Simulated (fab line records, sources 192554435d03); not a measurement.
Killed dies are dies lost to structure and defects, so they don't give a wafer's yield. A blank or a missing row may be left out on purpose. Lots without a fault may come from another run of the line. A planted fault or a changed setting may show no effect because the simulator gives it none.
Which tool did it? | flow n5_finfet | 10 lots, 28 wafers sampled, at 5 steps of a route of 1938

WHAT THE GAUGES READ, wafer by wafer
N5_BEOL_M12_INSPECT_55: inspects for defects (darkfield).
lot  | measured     | on                | raw_defect_count
L247 | day 11 15:10 | defect_inspect-02 | 53 56 69
L248 | day 11 17:56 | defect_inspect-02 | 60 69 84
L250 | day 12 11:28 | defect_inspect-02 | 79 83 61
L254 | day 13 10:59 | defect_inspect-02 | 49 53
L257 | day 13 20:20 | defect_inspect-02 | 85 69 84
L256 | day 13 21:48 | defect_inspect-02 | 67 80
L260 | day 14 16:26 | defect_inspect-02 | 61 72 82
L264 | day 15 17:25 | defect_inspect-01 | 47 54 75
L265 | day 15 23:25 | defect_inspect-02 | 90 103 82
L262 | day 17 06:23 | defect_inspect-02 | 33 54 61

N5_BEOL_M13_THK_MEAS_01.
lot  | measured     | on            | M13_ILD_THK (nm)
L247 | day 11 15:21 | film_metro-02 | 836 844 848
L248 | day 11 18:07 | film_metro-01 | 829 833 844
L250 | day 12 11:39 | film_metro-02 | 829 841 854
L254 | day 13 11:10 | film_metro-01 | 838 673
L257 | day 13 20:32 | film_metro-02 | 668 860 859
L256 | day 13 21:59 | film_metro-02 | 827 676
L260 | day 14 16:38 | film_metro-02 | 835 829 837
L264 | day 15 17:37 | film_metro-01 | 849 862 845
L265 | day 15 23:37 | film_metro-01 | 818 818 836
L262 | day 17 06:34 | film_metro-01 | 824 831 842

WHICH TOOL RAN EACH LOT (tool, then ch and the chambers of the sampled wafers, then the start)
lot  | N5_BEOL_M12_ANNEAL_48            | N5_BEOL_M12_DEP_53              | N5_BEOL_M13_ILD_DEP_00
L247 | rtp_anneal-02 ch 0, day 11 14:28 | pecvd-01 ch 1,2, day 11 15:04   | pecvd-03 ch 0,1,2, day 11 15:12
L248 | rtp_anneal-01 ch 0, day 11 17:17 | pecvd-03 ch 0,1,2, day 11 17:51 | pecvd-01 ch 1,2, day 11 17:58
L250 | rtp_anneal-01 ch 0, day 12 10:41 | pecvd-01 ch 2, day 12 11:22     | pecvd-03 ch 0,1,2, day 12 11:30
L254 | rtp_anneal-02 ch 0, day 13 10:22 | pecvd-03 ch 0,1, day 13 10:54   | pecvd-03 ch 0,2, day 13 11:04
L257 | rtp_anneal-01 ch 0, day 13 19:41 | pecvd-01 ch 0,1,2, day 13 20:15 | pecvd-03 ch 0,2, day 13 20:22
L256 | rtp_anneal-01 ch 0, day 13 21:02 | pecvd-01 ch 1,2, day 13 21:41   | pecvd-03 ch 0, day 13 21:50
L260 | rtp_anneal-02 ch 0, day 14 15:41 | pecvd-03 ch 0,1,2, day 14 16:21 | pecvd-01 ch 1,2, day 14 16:28
L264 | rtp_anneal-01 ch 0, day 15 16:41 | pecvd-03 ch 1,2, day 15 17:20   | pecvd-01 ch 1,2, day 15 17:28
L265 | rtp_anneal-02 ch 0, day 15 22:41 | pecvd-02 ch 0,1,2, day 15 23:20 | pecvd-01 ch 0,1,2, day 15 23:28
L262 | rtp_anneal-01 ch 0, day 17 05:42 | pecvd-01 ch 0,1, day 17 06:17   | pecvd-04 ch 0,1,2, day 17 06:25
- N5_BEOL_M12_ANNEAL_48: time 90 s.
- N5_BEOL_M12_DEP_53: deposits SiCN from 3MS/NH3, target thk 30 nm, time 10.5 s.
- N5_BEOL_M13_ILD_DEP_00: deposits SiOC from DEMS/O2, target thk 837.92 nm, time 166.4 s.

WHAT THE TOOLS THEMSELVES READ (means of the sampled wafers that have a number; where no wafer has one, the mark that the record gives instead)
N5_BEOL_M12_ANNEAL_48.
lot  | tool          | anneal_temp_c (C) | wafer_temp_C_max
L247 | rtp_anneal-02 | 225.00            | 225.53
L248 | rtp_anneal-01 | 225.03            | 225.57
L250 | rtp_anneal-01 | 225.06            | 225.32
L254 | rtp_anneal-02 | 224.91            | 225.56
L257 | rtp_anneal-01 | 225.06            | 225.56
L256 | rtp_anneal-01 | 224.89            | 225.27
L260 | rtp_anneal-02 | 224.99            | 225.51
L264 | rtp_anneal-01 | 224.92            | 225.43
L265 | rtp_anneal-02 | 224.80            | 225.82
L262 | rtp_anneal-01 | 225.04            | 225.74

N5_BEOL_M12_DEP_53.
lot  | tool     | rf_fwd_power_W (W) | showerhead_plenum_p_Torr (Torr) | throttle_valve_pct (%)
L247 | pecvd-01 | 667.6              | 4.156                           | 17.6
L248 | pecvd-03 | 666.0              | 4.155                           | 18.4
L250 | pecvd-01 | 668.6              | 4.129                           | 17.4
L254 | pecvd-03 | 669.8              | 4.179                           | 19.1
L257 | pecvd-01 | 666.0              | 4.161                           | 17.9
L256 | pecvd-01 | 667.4              | 4.167                           | 17.9
L260 | pecvd-03 | 667.9              | 4.154                           | 18.4
L264 | pecvd-03 | 665.9              | 4.148                           | 17.8
L265 | pecvd-02 | 665.4              | 4.143                           | 18.2
L262 | pecvd-01 | 667.4              | 4.189                           | 18.2

N5_BEOL_M13_ILD_DEP_00.
lot  | tool     | heater_power_w (W) | rf_fwd_power_W (W) | run_length_s (s) | showerhead_plenum_p_Torr (Torr) | throttle_valve_pct (%)
L247 | pecvd-03 | 499                | 499.7              | 210.6            | 5.692                           | 12.4
L248 | pecvd-01 | 403                | 498.7              | 211.5            | 5.718                           | 11.9
L250 | pecvd-03 | 471                | 498.3              | 210.4            | 5.697                           | 12.1
L254 | pecvd-03 | 553                | 500.0              | 193.2            | 5.691                           | 11.7
L257 | pecvd-03 | 545                | 498.6              | 198.8            | 5.697                           | 12.0
L256 | pecvd-03 | 594                | 498.7              | 192.8            | 5.692                           | 12.1
L260 | pecvd-01 | 414                | 500.8              | 211.1            | 5.690                           | 11.6
L264 | pecvd-01 | 383                | 498.5              | 211.8            | 5.706                           | 11.9
L265 | pecvd-01 | 455                | 498.3              | 211.7            | 5.694                           | 12.0
L262 | pecvd-04 | 501                | 498.8              | 211.0            | 5.702                           | 11.5

THE ANSWER, worked out from the rows above alone
Rule: what is usual is taken from the lots themselves. Put in order of their means at a reading, lots are off if they are a third of the lots or fewer, leave a main group of 4 or more, and stand apart from it by a gap of 3 or more times the standard deviation of the main group's means; of several such gaps the widest counts. A main group whose means are all the same, to the digits that the tables above print for the reading, isn't used. A lot without any number at a reading at which 4 lots or more have one is off too. The other lots that the step has rows for count as sound. The gauges are gone through in route order, then the tools' own readings, and for those a lot's mean is taken as printed above. The first step at which some lot is off is used, and at that step the reading that is off furthest; a lot without a number counts as furthest.
Off: L254, L257, L256, at N5_BEOL_M13_THK_MEAS_01 (M13_ILD_THK). The main group: mean 837 nm, standard deviation 8.3.
A tool fits if, at a process step before that reading, it ran every lot that is off, and no sound lot after the first of them. The gauges at N5_BEOL_M13_THK_MEAS_01 aren't tried: what is off there is off at N5_BEOL_M13_ILD_DEP_00 too, on other tools, and a gauge's error can't cause that. One fits: pecvd-03 at N5_BEOL_M13_ILD_DEP_00. Its last sound lot is L250 (day 12 11:30), its first lot that is off L254 (day 13 11:04): a fault that began between those two fits.
The tool's own readings at N5_BEOL_M13_ILD_DEP_00 bear it out: on the lots that are off they differ by more than 5 times the standard deviation of the sound lots' means. run_length_s reads 194.9 s there against 211.2 s on the sound lots.

WHAT THE SIMULATOR HAD PUT IN
Process parameter drift: pecvd-03, from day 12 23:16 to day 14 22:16, at N5_BEOL_M13_ILD_DEP_00. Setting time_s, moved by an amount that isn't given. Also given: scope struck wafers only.
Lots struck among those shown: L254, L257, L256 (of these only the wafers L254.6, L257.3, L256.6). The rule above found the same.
